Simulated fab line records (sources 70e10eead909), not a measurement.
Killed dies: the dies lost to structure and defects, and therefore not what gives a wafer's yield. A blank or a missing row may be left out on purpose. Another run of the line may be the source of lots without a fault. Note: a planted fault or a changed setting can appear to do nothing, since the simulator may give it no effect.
Chamber matching | flow nand harc | NHARC_A_CHANNEL_FILL_D1_CMP_10 on cmp-04: 4 sister chambers
The step polishes, target thk 150 nm. 4 wafers are shown with their chamber, then 9 later ones without.

## EACH WAFER AND ITS CHAMBER
wafer  | chamber | motor current A (A)
L085.6 | 1       | 15.5
L088.2 | 0       | 15.0
L088.4 | 2       | 11.5
L088.5 | 3       | 11.7

## WAFERS MISSING THEIR CHAMBER
wafer  | motor current A (A)
L091.1 | 11.5
L091.5 | 15.1
L091.6 | 15.1
L093.2 | 15.0
L093.3 | 10.7
L093.6 | 11.8
L096.1 | 15.0
L096.2 | 12.0
L096.3 | 11.5

## WHICH CHAMBER EACH ONE RAN IN
wafer  | from the rows above     | in truth
L091.1 | can't be placed: 2 or 3 | 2
L091.5 | can't be placed: 0 or 1 | 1
L091.6 | can't be placed: 0 or 1 | 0
L093.2 | can't be placed: 0 or 1 | 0
L093.3 | can't be placed: 2 or 3 | 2
L093.6 | can't be placed: 3 or 2 | 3
L096.1 | can't be placed: 0 or 1 | 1
L096.2 | can't be placed: 3 or 2 | 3
L096.3 | can't be placed: 2 or 3 | 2
0 of 9 placed correctly. From these rows, 9 cannot be placed; in 9 the true chamber is one of the candidates. Placed wrongly: 0.
How it was worked out, from the rows above alone: a wafer's distance from a chamber is the root of the sum, over the readings, of the square of ((its reading less the chamber's mean) divided by the reading's scatter). If the next closest chamber is less than 2 further off than the closest, the wafer can't be placed; otherwise it belongs to the closest. A chamber's mean is the mean of its shown wafers. The scatter: with one shown wafer a chamber, the root of the mean of the squares of how far each hidden wafer lies from its nearest shown one.
